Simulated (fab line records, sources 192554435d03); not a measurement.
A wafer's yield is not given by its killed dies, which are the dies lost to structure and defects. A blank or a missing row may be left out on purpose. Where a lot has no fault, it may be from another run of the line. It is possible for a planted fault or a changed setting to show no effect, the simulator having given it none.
What tool caused it? || flow n5Finfet || 12 lots with 35 wafers sampled at 5 steps, on a route of 1938 steps

## WHAT THE GAUGES READ, wafer by wafer
N5_FIN_CUT_INSPECT_17: inspects for defects (brightfield). Usual: rawDefectCount reads 242 (standard deviation 72).
{"lot": "L121", "measured": "day 2 04:05", "on": "defectInspect-02", "rawDefectCount": "255 239 212", "flag": ""}
{"lot": "L122", "measured": "day 2 10:17", "on": "defectInspect-02", "rawDefectCount": "298 338 392", "flag": ""}
{"lot": "L123", "measured": "day 2 16:21", "on": "defectInspect-02", "rawDefectCount": "160 271 299", "flag": ""}
{"lot": "L125", "measured": "day 3 04:49", "on": "defectInspect-02", "rawDefectCount": "439 345 263", "flag": ""}
{"lot": "L129", "measured": "day 4 04:55", "on": "defectInspect-02", "rawDefectCount": "389 242 264", "flag": ""}
{"lot": "L131", "measured": "day 4 19:04", "on": "defectInspect-01", "rawDefectCount": "221 190", "flag": ""}
{"lot": "L134", "measured": "day 5 15:07", "on": "defectInspect-01", "rawDefectCount": "241 238 314", "flag": ""}
{"lot": "L138", "measured": "day 6 10:20", "on": "defectInspect-01", "rawDefectCount": "223 249 176", "flag": ""}
{"lot": "L141", "measured": "day 7 03:58", "on": "defectInspect-02", "rawDefectCount": "209 214 183", "flag": ""}
{"lot": "L142", "measured": "day 7 11:03", "on": "defectInspect-01", "rawDefectCount": "327 375 254", "flag": ""}
{"lot": "L143", "measured": "day 7 16:03", "on": "defectInspect-02", "rawDefectCount": "197 109 187", "flag": ""}
{"lot": "L144", "measured": "day 7 22:05", "on": "defectInspect-02", "rawDefectCount": "199 179 280", "flag": ""}

N5_STI_FIN_REVEAL_FIN_H_MEAS_10. Usual: trenchDepthNm reads 51.7 nm (standard deviation 0.74).
{"lot": "L121", "measured": "day 2 12:42", "on": "ocd-02", "trenchDepthNm (nm)": "51.0 51.0 50.4", "flag": ""}
{"lot": "L122", "measured": "day 2 20:17", "on": "ocd-02", "trenchDepthNm (nm)": "52.3 51.8 52.5", "flag": ""}
{"lot": "L123", "measured": "day 3 02:44", "on": "ocd-01", "trenchDepthNm (nm)": "51.1 52.0 52.6", "flag": ""}
{"lot": "L125", "measured": "day 3 13:25", "on": "ocd-02", "trenchDepthNm (nm)": "51.1 51.3 51.5", "flag": ""}
{"lot": "L129", "measured": "day 4 13:47", "on": "ocd-02", "trenchDepthNm (nm)": "52.2 51.0 51.6", "flag": ""}
{"lot": "L131", "measured": "day 5 06:14", "on": "ocd-02", "trenchDepthNm (nm)": "52.4 51.7", "flag": ""}
{"lot": "L134", "measured": "day 6 00:11", "on": "ocd-02", "trenchDepthNm (nm)": "52.5 51.6 51.6", "flag": ""}
{"lot": "L138", "measured": "day 6 19:47", "on": "ocd-01", "trenchDepthNm (nm)": "52.7 51.0 52.1", "flag": ""}
{"lot": "L141", "measured": "day 7 12:58", "on": "ocd-02", "trenchDepthNm (nm)": "51.7 50.9 52.7", "flag": ""}
{"lot": "L142", "measured": "day 7 20:19", "on": "ocd-01", "trenchDepthNm (nm)": "52.0 52.1 51.1", "flag": ""}
{"lot": "L143", "measured": "day 8 00:40", "on": "ocd-02", "trenchDepthNm (nm)": "51.6 52.5 52.5", "flag": ""}
{"lot": "L144", "measured": "day 8 07:18", "on": "ocd-01", "trenchDepthNm (nm)": "52.7 51.6 52.9", "flag": ""}

N5_STI_FIN_REVEAL_INSPECT_13: inspects for defects (darkfield). Usual: rawDefectCount reads 13 (standard deviation 5.9).
{"lot": "L121", "measured": "day 2 12:47", "on": "defectInspect-02", "rawDefectCount": "20 20 12", "flag": ""}
{"lot": "L122", "measured": "day 2 20:22", "on": "defectInspect-01", "rawDefectCount": "12 18 9", "flag": ""}
{"lot": "L123", "measured": "day 3 02:49", "on": "defectInspect-02", "rawDefectCount": "8 7 13", "flag": ""}
{"lot": "L125", "measured": "day 3 13:32", "on": "defectInspect-02", "rawDefectCount": "10 12 12", "flag": ""}
{"lot": "L129", "measured": "day 4 13:53", "on": "defectInspect-01", "rawDefectCount": "15 17 18", "flag": ""}
{"lot": "L131", "measured": "day 5 06:19", "on": "defectInspect-01", "rawDefectCount": "8 12", "flag": ""}
{"lot": "L134", "measured": "day 6 00:18", "on": "defectInspect-02", "rawDefectCount": "11 15 12", "flag": ""}
{"lot": "L138", "measured": "day 6 19:52", "on": "defectInspect-01", "rawDefectCount": "26 17 19", "flag": ""}
{"lot": "L141", "measured": "day 7 13:02", "on": "defectInspect-01", "rawDefectCount": "1379 22 1386", "flag": "OFF"}
{"lot": "L142", "measured": "day 7 20:24", "on": "defectInspect-02", "rawDefectCount": "1316 12 1395", "flag": "OFF"}
{"lot": "L143", "measured": "day 8 00:45", "on": "defectInspect-02", "rawDefectCount": "10 12 21", "flag": ""}
{"lot": "L144", "measured": "day 8 07:23", "on": "defectInspect-02", "rawDefectCount": "17 12 19", "flag": ""}

## TOOL THAT RAN EACH LOT (tool first, then ch and the chambers of the sampled wafers, then the start)
{"lot": "L121", "N5_STI_FIN_REVEAL_RECESS_09": "vaporEtch-02 ch 0,1, day 2 10:32", "N5_STI_FIN_REVEAL_OXIDATION_31": "plasmaAsher-02 ch 0,1, day 2 12:10"}
{"lot": "L122", "N5_STI_FIN_REVEAL_RECESS_09": "vaporEtch-01 ch 0,1, day 2 17:30", "N5_STI_FIN_REVEAL_OXIDATION_31": "plasmaAsher-02 ch 0,1, day 2 19:39"}
{"lot": "L123", "N5_STI_FIN_REVEAL_RECESS_09": "vaporEtch-01 ch 0,1, day 3 00:01", "N5_STI_FIN_REVEAL_OXIDATION_31": "plasmaAsher-01 ch 0, day 3 02:11"}
{"lot": "L125", "N5_STI_FIN_REVEAL_RECESS_09": "vaporEtch-02 ch 0,1, day 3 10:43", "N5_STI_FIN_REVEAL_OXIDATION_31": "plasmaAsher-02 ch 0,1, day 3 12:52"}
{"lot": "L129", "N5_STI_FIN_REVEAL_RECESS_09": "vaporEtch-01 ch 0,1, day 4 11:00", "N5_STI_FIN_REVEAL_OXIDATION_31": "plasmaAsher-02 ch 0,1, day 4 13:10"}
{"lot": "L131", "N5_STI_FIN_REVEAL_RECESS_09": "vaporEtch-02 ch 0,1, day 5 03:07", "N5_STI_FIN_REVEAL_OXIDATION_31": "plasmaAsher-01 ch 0,1, day 5 05:41"}
{"lot": "L134", "N5_STI_FIN_REVEAL_RECESS_09": "vaporEtch-02 ch 0,1, day 5 21:12", "N5_STI_FIN_REVEAL_OXIDATION_31": "plasmaAsher-01 ch 0,1, day 5 23:35"}
{"lot": "L138", "N5_STI_FIN_REVEAL_RECESS_09": "vaporEtch-02 ch 0, day 6 17:05", "N5_STI_FIN_REVEAL_OXIDATION_31": "plasmaAsher-02 ch 0,1, day 6 19:14"}
{"lot": "L141", "N5_STI_FIN_REVEAL_RECESS_09": "vaporEtch-01 ch 0,1, day 7 10:14", "N5_STI_FIN_REVEAL_OXIDATION_31": "plasmaAsher-01 ch 0,1, day 7 12:24"}
{"lot": "L142", "N5_STI_FIN_REVEAL_RECESS_09": "vaporEtch-01 ch 0,1, day 7 17:35", "N5_STI_FIN_REVEAL_OXIDATION_31": "plasmaAsher-02 ch 0,1, day 7 19:46"}
{"lot": "L143", "N5_STI_FIN_REVEAL_RECESS_09": "vaporEtch-02 ch 0,1, day 7 21:58", "N5_STI_FIN_REVEAL_OXIDATION_31": "plasmaAsher-02 ch 0,1, day 8 00:07"}
{"lot": "L144", "N5_STI_FIN_REVEAL_RECESS_09": "vaporEtch-02 ch 0,1, day 8 04:35", "N5_STI_FIN_REVEAL_OXIDATION_31": "plasmaAsher-01 ch 0,1, day 8 06:44"}
- N5_STI_FIN_REVEAL_RECESS_09: chemistry HF/NH3, target SiO2, afs cycles 11, target depth 42.5 nm, sublimation time 60 s.
- N5_STI_FIN_REVEAL_OXIDATION_31: chemistry O2 PLASMA REMOTE, time 20 s.

## WHAT THE TOOLS THEMSELVES READ (means of the sampled wafers that have a number; where no wafer has one, the mark that the record gives instead)
N5_STI_FIN_REVEAL_RECESS_09. Usual: drypumpMotorCurrentA 5.7 A, standard deviation 0.39; forelinePTorr 0.1280 Torr, standard deviation 0.00043.
{"lot": "L121", "tool": "vaporEtch-02", "drypumpMotorCurrentA (A)": 5.4, "forelinePTorr (Torr)": 0.1281, "flag": ""}
{"lot": "L122", "tool": "vaporEtch-01", "drypumpMotorCurrentA (A)": 6.1, "forelinePTorr (Torr)": 0.1281, "flag": ""}
{"lot": "L123", "tool": "vaporEtch-01", "drypumpMotorCurrentA (A)": 6.1, "forelinePTorr (Torr)": 0.1283, "flag": ""}
{"lot": "L125", "tool": "vaporEtch-02", "drypumpMotorCurrentA (A)": 5.4, "forelinePTorr (Torr)": 0.1279, "flag": ""}
{"lot": "L129", "tool": "vaporEtch-01", "drypumpMotorCurrentA (A)": 6.1, "forelinePTorr (Torr)": 0.1279, "flag": ""}
{"lot": "L131", "tool": "vaporEtch-02", "drypumpMotorCurrentA (A)": 5.4, "forelinePTorr (Torr)": 0.1280, "flag": ""}
{"lot": "L134", "tool": "vaporEtch-02", "drypumpMotorCurrentA (A)": 5.4, "forelinePTorr (Torr)": 0.1283, "flag": ""}
{"lot": "L138", "tool": "vaporEtch-02", "drypumpMotorCurrentA (A)": 5.5, "forelinePTorr (Torr)": 0.1285, "flag": ""}
{"lot": "L141", "tool": "vaporEtch-01", "drypumpMotorCurrentA (A)": 6.0, "forelinePTorr (Torr)": 0.1276, "flag": ""}
{"lot": "L142", "tool": "vaporEtch-01", "drypumpMotorCurrentA (A)": 5.9, "forelinePTorr (Torr)": 0.1275, "flag": ""}
{"lot": "L143", "tool": "vaporEtch-02", "drypumpMotorCurrentA (A)": 5.4, "forelinePTorr (Torr)": 0.1275, "flag": ""}
{"lot": "L144", "tool": "vaporEtch-02", "drypumpMotorCurrentA (A)": 5.4, "forelinePTorr (Torr)": 0.1281, "flag": ""}

N5_STI_FIN_REVEAL_OXIDATION_31. Usual: drypumpMotorCurrentA 5.4 A, standard deviation 0.63; heaterPowerW 133 W, standard deviation 3.3; tempCMax 150.67, standard deviation 0.25.
{"lot": "L121", "tool": "plasmaAsher-02", "drypumpMotorCurrentA (A)": 5.7, "heaterPowerW (W)": 134, "tempCMax": 150.61, "flag": ""}
{"lot": "L122", "tool": "plasmaAsher-02", "drypumpMotorCurrentA (A)": 5.3, "heaterPowerW (W)": 128, "tempCMax": 150.82, "flag": ""}
{"lot": "L123", "tool": "plasmaAsher-01", "drypumpMotorCurrentA (A)": 5.9, "heaterPowerW (W)": 134, "tempCMax": 150.50, "flag": ""}
{"lot": "L125", "tool": "plasmaAsher-02", "drypumpMotorCurrentA (A)": 5.7, "heaterPowerW (W)": 133, "tempCMax": 150.88, "flag": ""}
{"lot": "L129", "tool": "plasmaAsher-02", "drypumpMotorCurrentA (A)": 5.3, "heaterPowerW (W)": 130, "tempCMax": 150.80, "flag": ""}
{"lot": "L131", "tool": "plasmaAsher-01", "drypumpMotorCurrentA (A)": 5.3, "heaterPowerW (W)": 138, "tempCMax": 150.60, "flag": ""}
{"lot": "L134", "tool": "plasmaAsher-01", "drypumpMotorCurrentA (A)": 5.5, "heaterPowerW (W)": 135, "tempCMax": 150.44, "flag": ""}
{"lot": "L138", "tool": "plasmaAsher-02", "drypumpMotorCurrentA (A)": 5.7, "heaterPowerW (W)": 130, "tempCMax": 150.63, "flag": ""}
{"lot": "L141", "tool": "plasmaAsher-01", "drypumpMotorCurrentA (A)": 5.1, "heaterPowerW (W)": 136, "tempCMax": 150.48, "flag": ""}
{"lot": "L142", "tool": "plasmaAsher-02", "drypumpMotorCurrentA (A)": 5.7, "heaterPowerW (W)": 130, "tempCMax": 150.87, "flag": ""}
{"lot": "L143", "tool": "plasmaAsher-02", "drypumpMotorCurrentA (A)": 5.3, "heaterPowerW (W)": 131, "tempCMax": 150.86, "flag": ""}
{"lot": "L144", "tool": "plasmaAsher-01", "drypumpMotorCurrentA (A)": 5.5, "heaterPowerW (W)": 135, "tempCMax": 150.56, "flag": ""}

## THE ANSWER, worked out from the rows above alone
Rule: a lot is off if the mean of its wafers that have a number lies more than 3 standard deviations from the usual mean. Also off: a lot with no number at a reading for which 4 or more lots have one. Where the step has rows for the other lots, those lots are counted as sound. Order of review: gauges by route order, followed by the tools' own readings, for which a lot's mean as printed above is used. At the first step where some lot is off, the reading lying furthest off is the one used; lots without a number count as furthest.
Off, at N5_STI_FIN_REVEAL_INSPECT_13 on rawDefectCount: L141, L142.
A tool fits if, at a process step before that reading, it ran every lot that is off, and no sound lot after the first of them. Gauges at N5_STI_FIN_REVEAL_INSPECT_13: tried the same way as those tools. One fits: N5_STI_FIN_REVEAL_RECESS_09 on vaporEtch-01. A fault onset in the window from L129 (day 4 11:00, its last sound lot) to L141 (day 7 10:14, its first lot off) fits.

## WHAT THE SIMULATOR HAD PUT IN
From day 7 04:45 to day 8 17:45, vaporEtch-01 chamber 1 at N5_STI_FIN_REVEAL_RECESS_09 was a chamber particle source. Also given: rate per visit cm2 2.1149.
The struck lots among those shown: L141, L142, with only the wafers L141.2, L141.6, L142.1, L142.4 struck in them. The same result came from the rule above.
